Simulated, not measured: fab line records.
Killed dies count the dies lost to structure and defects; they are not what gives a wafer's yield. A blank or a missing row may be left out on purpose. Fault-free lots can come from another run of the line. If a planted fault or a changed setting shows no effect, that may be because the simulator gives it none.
Matching of chambers ; flow n5-finfet ; N5_BEOL_M14_ETCH_59 on rie-diel-05: 4 sister chambers
The step etches BARC in N2/H2, target depth 89 nm, overetch 26.7 nm, time 67.9 s. 4 wafers are shown with their chamber, then 11 later ones without.

== WAFERS, EACH WITH ITS CHAMBER ==
wafer;chamber;drypump-motor-current-A (A)
L085.5;2;5.6
L086.6;0;5.5
L087.6;3;5.0
L090.1;1;6.1

== WAFERS WHOSE CHAMBER IS MISSING ==
wafer;drypump-motor-current-A (A)
L090.3;4.9
L090.4;5.7
L093.1;6.1
L093.3;5.7
L093.4;5.0
L091.2;5.5
L091.5;6.1
L091.6;5.5
L095.3;5.0
L095.4;5.6
L095.6;5.5

== CHAMBER TAKEN BY EACH ==
wafer;from the rows above;in truth
L090.3;3;3
L090.4;can't be placed: 2 or 0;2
L093.1;1;1
L093.3;can't be placed: 2 or 0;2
L093.4;3;3
L091.2;can't be placed: 0 or 2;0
L091.5;1;1
L091.6;can't be placed: 0 or 2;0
L095.3;3;3
L095.4;can't be placed: 2 or 0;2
L095.6;can't be placed: 0 or 2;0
Correctly placed: 5 of 11. Not placeable from these rows: 6 (in 6, the candidates include the true chamber). Placed wrongly: 0.
How it was worked out, from the rows above alone: a wafer's distance from a chamber is the root of the sum, over the readings, of the square of ((its reading less the chamber's mean) divided by the reading's scatter). If the next closest chamber is less than 2 further off than the closest, the wafer can't be placed; otherwise it belongs to the closest. For every chamber, the mean is computed from those of its wafers that are shown. The scatter: root of mean squared gap, hidden wafer to nearest shown wafer, with one shown wafer a chamber.
